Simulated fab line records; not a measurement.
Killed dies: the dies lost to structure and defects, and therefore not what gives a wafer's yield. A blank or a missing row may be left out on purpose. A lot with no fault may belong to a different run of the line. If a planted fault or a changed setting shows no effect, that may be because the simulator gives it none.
Which tool did it? + flow nand-harc + 12 lots, 36 wafers sampled, at 5 steps of a route of 1302

WHAT THE GAUGES SHOWED, per wafer
NHARC_P_START_INSPECT_01. Usual: raw-defect-count at 3.6, with a standard deviation of 1.9.
| lot  | measured     | on                | raw-defect-count | flag |
|------|--------------|-------------------|------------------|------|
| L212 | day 1 20:02  | defect-inspect-01 | 5 4 6            |      |
| L214 | day 2 16:02  | defect-inspect-01 | 3 2 2            |      |
| L215 | day 3 02:02  | defect-inspect-01 | 3 5 5            |      |
| L217 | day 3 22:02  | defect-inspect-02 | 2 2 3            |      |
| L219 | day 4 18:02  | defect-inspect-02 | 6 4 0            |      |
| L220 | day 5 04:02  | defect-inspect-02 | 3 3 2            |      |
| L221 | day 5 14:02  | defect-inspect-01 | 4 3 1            |      |
| L224 | day 6 20:02  | defect-inspect-02 | 5 2 3            |      |
| L232 | day 10 04:02 | defect-inspect-02 | 2 5 6            |      |
| L233 | day 10 14:02 | defect-inspect-01 | 1 6 5            |      |
| L234 | day 11 00:02 | defect-inspect-01 | 2 7 4            |      |
| L235 | day 11 10:02 | defect-inspect-01 | 1 3 4            |      |

NHARC_P_STI_OCD_MEAS_17. Usual: trench-depth-nm 299 nm, standard deviation 5.9; trench-foot-cd-nm 159 nm, standard deviation 3.1.
| lot  | measured     | on     | trench-depth-nm (nm) | trench-foot-cd-nm (nm) | flag |
|------|--------------|--------|----------------------|------------------------|------|
| L212 | day 3 00:12  | ocd-02 | 304 296 296          | 158 159 158            |      |
| L214 | day 3 17:35  | ocd-01 | 298 302 290          | 161 158 158            |      |
| L215 | day 4 03:37  | ocd-02 | 294 291 299          | 162 159 158            |      |
| L217 | day 4 21:32  | ocd-01 | 293 287 305          | 159 156 154            |      |
| L219 | day 5 18:20  | ocd-01 | 300 296 295          | 158 157 156            |      |
| L220 | day 6 02:47  | ocd-02 | 294 297 290          | 159 161 167            |      |
| L221 | day 6 15:23  | ocd-01 | 299 302 302          | 157 161 159            |      |
| L224 | day 7 20:47  | ocd-02 | 261 296 303          | 162 157 155            |      |
| L232 | day 11 06:05 | ocd-01 | 304 300 305          | 162 155 160            |      |
| L233 | day 11 14:34 | ocd-02 | 301 291 301          | 160 159 162            |      |
| L234 | day 12 01:02 | ocd-01 | 296 299 298          | 162 162 165            |      |
| L235 | day 12 12:27 | ocd-01 | 308 299 301          | 157 163 165            |      |

NHARC_P_GATE_OVL_MEAS_27. Usual: overlay-x-nm 0.0 nm, standard deviation 0.93; overlay-y-nm 0.1 nm, standard deviation 0.86.
| lot  | measured     | on         | overlay-x-nm (nm) | overlay-y-nm (nm) | flag |
|------|--------------|------------|-------------------|-------------------|------|
| L212 | day 5 14:32  | overlay-02 | -0.4 -1.2 -0.6    | 0.1 -0.1 0.7      |      |
| L214 | day 6 02:41  | overlay-02 | -0.5 -0.6 -1.0    | -1.1 -0.5 -0.7    |      |
| L215 | day 6 12:47  | overlay-02 | -0.3 -0.5 -0.7    | 0.2 0.4 0.7       |      |
| L217 | day 7 03:44  | overlay-02 | -0.1 0.1 0.8      | -0.4 -0.7 -0.5    |      |
| L219 | day 7 20:41  | overlay-02 | 0.0 0.2 0.6       | 0.0 0.4 0.0       |      |
| L220 | day 8 08:00  | overlay-02 | -0.3 -1.1 -0.1    | 1.2 1.2 1.2       |      |
| L221 | day 8 20:07  | overlay-02 | -0.3 -0.2 -0.4    | -1.2 -1.4 -1.8    |      |
| L224 | day 9 21:34  | overlay-02 | -1.4 -1.5 -0.7    | 0.0 -0.3 -0.4     |      |
| L232 | day 13 13:42 | overlay-01 | 0.8 1.4 0.6       | 0.0 0.5 -0.1      |      |
| L233 | day 13 20:17 | overlay-01 | 1.1 1.5 1.4       | 0.6 0.5 0.1       |      |
| L234 | day 14 01:38 | overlay-02 | 0.2 0.1 0.5       | 0.9 1.4 1.4       |      |
| L235 | day 14 15:31 | overlay-01 | 0.2 0.5 0.2       | 0.1 0.1 -0.3      |      |

WHAT TOOL EACH LOT RAN ON (gives the tool, then ch and the chambers of the sampled wafers, and finally the start)
| lot  | NHARC_P_ZERO_WELL_DESCUM_54        | NHARC_P_STI_ETCH_15              |
|------|------------------------------------|----------------------------------|
| L212 | rie-diel-03 ch 0,2,3, day 2 01:57  | rie-si-01 ch 1,2, day 2 23:58    |
| L214 | rie-diel-09 ch 1,3, day 2 21:58    | rie-si-05 ch 0,1,3, day 3 17:20  |
| L215 | rie-diel-09 ch 0,3, day 3 07:53    | rie-si-05 ch 0,1,2, day 4 03:23  |
| L217 | rie-diel-09 ch 0,1, day 4 03:52    | rie-si-01 ch 0,1,3, day 4 21:19  |
| L219 | rie-diel-09 ch 0,3, day 4 23:55    | rie-si-05 ch 0,3, day 5 18:05    |
| L220 | rie-diel-09 ch 0,1,2, day 5 09:39  | rie-si-01 ch 0,1,3, day 6 02:32  |
| L221 | rie-diel-09 ch 0,1, day 5 19:57    | rie-si-01 ch 2,3, day 6 15:10    |
| L224 | rie-diel-06 ch 0,2,3, day 7 02:00  | rie-si-01 ch 0,1,2, day 7 20:34  |
| L232 | rie-diel-03 ch 0,1, day 10 12:58   | rie-si-01 ch 0,3, day 11 05:52   |
| L233 | rie-diel-06 ch 0,2, day 10 20:09   | rie-si-05 ch 0,1,2, day 11 14:19 |
| L234 | rie-diel-09 ch 1,2,3, day 11 05:56 | rie-si-06 ch 1,2,3, day 12 00:47 |
| L235 | rie-diel-09 ch 0,1,3, day 11 15:49 | rie-si-05 ch 0,1,2, day 12 12:14 |
- NHARC_P_ZERO_WELL_DESCUM_54: chemistry O2, time 3 s.
- NHARC_P_STI_ETCH_15: etches the open film in HBr/Cl2, target depth 300 nm, time 100.1 s.

AS READ BY THE TOOLS THEMSELVES (means over the sampled wafers that have a number; for cases with no such wafer, the mark the record gives instead)
NHARC_P_ZERO_WELL_DESCUM_54. Usual: drypump-motor-current-A 5.5 A, standard deviation 0.39; oes-product-au 1.004 a.u., standard deviation 0.015; rf-vpp-V 57.7 V, standard deviation 0.81; showerhead-plenum-p-Torr 1.89 Torr, standard deviation 0.09; throttle-valve-pct 11.311 %, standard deviation 0.01.
| lot  | tool        | drypump-motor-current-A (A) | oes-product-au (a.u.) | rf-vpp-V (V) | showerhead-plenum-p-Torr (Torr) | throttle-valve-pct (%) | flag |
|------|-------------|-----------------------------|-----------------------|--------------|---------------------------------|------------------------|------|
| L212 | rie-diel-03 | 6.0                         | 0.995                 | 57.6         | 1.91                            | 11.298                 |      |
| L214 | rie-diel-09 | 5.1                         | 1.010                 | 58.3         | 1.93                            | 11.301                 |      |
| L215 | rie-diel-09 | 5.2                         | 1.007                 | 57.7         | 1.90                            | 11.317                 |      |
| L217 | rie-diel-09 | 5.7                         | 1.014                 | 57.7         | 1.80                            | 11.323                 |      |
| L219 | rie-diel-09 | 5.5                         | 1.015                 | 57.2         | 1.83                            | 11.311                 |      |
| L220 | rie-diel-09 | 5.6                         | 1.005                 | 57.8         | 1.82                            | 11.312                 |      |
| L221 | rie-diel-09 | 5.6                         | 1.011                 | 57.4         | 1.82                            | 11.312                 |      |
| L224 | rie-diel-06 | 5.5                         | 0.982                 | 57.1         | 1.88                            | 11.314                 |      |
| L232 | rie-diel-03 | 5.9                         | 0.997                 | 57.7         | 1.89                            | 11.302                 |      |
| L233 | rie-diel-06 | 5.5                         | 0.993                 | 57.8         | 1.97                            | 11.303                 |      |
| L234 | rie-diel-09 | 5.3                         | 1.008                 | 57.6         | 1.88                            | 11.310                 |      |
| L235 | rie-diel-09 | 5.4                         | 1.023                 | 57.8         | 1.95                            | 11.318                 |      |

NHARC_P_STI_ETCH_15. Usual: drypump-motor-current-A 5.7 A, standard deviation 0.51; oes-product-au 0.997 a.u., standard deviation 0.013; throttle-valve-pct 26.406 %, standard deviation 0.0084.
| lot  | tool      | drypump-motor-current-A (A) | oes-product-au (a.u.) | throttle-valve-pct (%) | flag |
|------|-----------|-----------------------------|-----------------------|------------------------|------|
| L212 | rie-si-01 | 5.9                         | 0.993                 | 26.399                 |      |
| L214 | rie-si-05 | 5.8                         | 0.995                 | 26.412                 |      |
| L215 | rie-si-05 | 5.9                         | 0.985                 | 26.408                 |      |
| L217 | rie-si-01 | 5.8                         | 0.990                 | 26.402                 |      |
| L219 | rie-si-05 | 6.3                         | 0.995                 | 26.410                 |      |
| L220 | rie-si-01 | 5.8                         | 0.984                 | 26.406                 |      |
| L221 | rie-si-01 | 5.5                         | 1.000                 | 26.407                 |      |
| L224 | rie-si-01 | 5.9                         | 0.970                 | 26.412                 |      |
| L232 | rie-si-01 | 5.5                         | 1.003                 | 26.407                 |      |
| L233 | rie-si-05 | 5.9                         | 0.998                 | 26.404                 |      |
| L234 | rie-si-06 | 5.5                         | 0.996                 | 26.413                 |      |
| L235 | rie-si-05 | 5.8                         | 1.005                 | 26.402                 |      |

THE ANSWER, worked out from the rows above alone
Rule: a lot is off if the mean of its wafers that have a number lies more than 3 standard deviations from the usual mean. Also off: a lot with no number at a reading for which 4 or more lots have one. All remaining lots with rows at the step are treated as sound. First the gauges in route order, then the tools' own readings, where a lot's mean is used as printed above. The first step at which some lot is off is used, and at that step the reading that is off furthest; a lot without a number counts as furthest.
No lot is off on any of the readings shown, so nothing can be concluded from this.

WHAT THE SIMULATOR HAD PUT IN
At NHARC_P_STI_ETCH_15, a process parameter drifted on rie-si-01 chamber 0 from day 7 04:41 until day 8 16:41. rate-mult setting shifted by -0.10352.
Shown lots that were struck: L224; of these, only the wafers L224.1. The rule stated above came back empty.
